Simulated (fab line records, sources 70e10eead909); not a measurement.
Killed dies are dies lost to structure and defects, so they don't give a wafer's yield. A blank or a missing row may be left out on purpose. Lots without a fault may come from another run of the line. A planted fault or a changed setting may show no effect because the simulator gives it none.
Chamber matching | flow nand_harc | NHARC_A_SGD_CUT_CMP_21 on cmp-03: 4 sister chambers
The step polishes, target thk 148.19 nm. 8 wafers are shown with their chamber, then 10 later ones without.

WAFERS WITH THEIR CHAMBER
wafer  | chamber | motor_current_A (A) | time_to_endpoint_s (s)
L076.4 | 0       | 10.8                | 48.0
L087.1 | 0       | 10.4                | 51.4
L089.3 | 3       | 10.7                | 52.8
L089.5 | 1       | 12.6                | 49.2
L090.5 | 2       | 13.5                | 51.6
L090.6 | 1       | 13.3                | 51.3
L093.1 | 2       | 13.2                | 49.6
L093.4 | 3       | 11.1                | 52.5

WAFERS WITHOUT THEIR CHAMBER
wafer  | motor_current_A (A) | time_to_endpoint_s (s)
L093.6 | 12.8                | 51.1
L095.1 | 11.1                | 53.6
L095.2 | 12.5                | 51.3
L095.4 | 11.1                | 50.3
L097.3 | 14.0                | 53.3
L097.5 | 10.9                | 53.1
L097.6 | 11.1                | 48.6
L096.1 | 13.8                | 48.5
L096.3 | 10.6                | 51.7
L096.4 | 13.4                | 49.3

WHICH CHAMBER EACH WENT THROUGH
wafer  | from the rows above     | in truth
L093.6 | can't be placed: 1 or 2 | 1
L095.1 | 3                       | 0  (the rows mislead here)
L095.2 | can't be placed: 1 or 2 | 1
L095.4 | can't be placed: 0 or 3 | 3
L097.3 | can't be placed: 2 or 1 | 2
L097.5 | 3                       | 3
L097.6 | can't be placed: 0 or 3 | 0
L096.1 | can't be placed: 2 or 1 | 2
L096.3 | can't be placed: 3 or 0 | 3
L096.4 | can't be placed: 2 or 1 | 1
Placed correctly: 1 of 10. Can't be placed from these rows: 8 (the true chamber is among the candidates in 8). Placed wrongly: 1.
How it was worked out, from the rows above alone: a wafer's distance from a chamber is the root of the sum, over the readings, of the square of ((its reading less the chamber's mean) divided by the reading's scatter). The wafer belongs to the nearest chamber; if the next one is less than 2 further off, it can't be placed. A chamber's mean is the mean of its shown wafers. The scatter: the root of (the sum of the squares of (reading less its chamber's mean) over the shown wafers, divided by (wafers less chambers)).
